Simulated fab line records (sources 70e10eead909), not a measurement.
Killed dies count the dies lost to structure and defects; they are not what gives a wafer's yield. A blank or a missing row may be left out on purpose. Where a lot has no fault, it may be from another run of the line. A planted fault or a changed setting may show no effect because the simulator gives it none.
Chamber matching | flow nand harc | NHARC_P_CONTACT_CMP_24 on cmp-01 has 4 sister chambers
The step polishes, t overpolish 30 s, target thk 200 nm. 4 wafers are shown with their chamber, then 12 later ones without.

## WAFERS PAIRED WITH THEIR CHAMBERS
wafer  | chamber | time to endpoint s (s)
L092.5 | 1       | 43
L092.6 | 0       | 37
L093.2 | 3       | 35
L093.5 | 2       | 36

## WAFERS WHOSE CHAMBER IS MISSING
wafer  | time to endpoint s (s)
L094.1 | 45
L094.2 | 35
L094.3 | 32
L096.1 | 36
L096.4 | 43
L096.6 | 33
L096.2 | 31
L096.3 | 33
L096.5 | 42
L097.1 | 33
L097.3 | 40
L097.5 | 34

## EACH ONE'S CHAMBER
wafer  | from the rows above               | in truth
L094.1 | 1                                 | 1
L094.2 | can't be placed: 3 or 2 or 0      | 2
L094.3 | can't be placed: 3 or 2 or 0      | 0
L096.1 | can't be placed: 2 or 0 or 3      | 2
L096.4 | 1                                 | 1
L096.6 | can't be placed: 3 or 2 or 0      | 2
L096.2 | can't be placed: 3 or 2 or 0      | 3
L096.3 | can't be placed: 3 or 2 or 0      | 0
L096.5 | can't be placed: 1 or 0           | 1
L097.1 | can't be placed: 3 or 2 or 0      | 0
L097.3 | can't be placed: 0 or 1 or 2 or 3 | 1
L097.5 | can't be placed: 3 or 2 or 0      | 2
Correctly placed: 2 of 12. These rows do not allow placing 10 (true chamber among the candidates in 10). Placed wrongly: 0.
How it was worked out, from the rows above alone: a wafer's distance from a chamber is the root of the sum, over the readings, of the square of ((its reading less the chamber's mean) divided by the reading's scatter). If the next closest chamber is less than 2 further off than the closest, the wafer can't be placed; otherwise it belongs to the closest. The mean given for a chamber averages the wafers shown for that chamber. The scatter (one wafer shown for each chamber): square how far every hidden wafer sits from the nearest shown wafer, average those squares and take the square root.
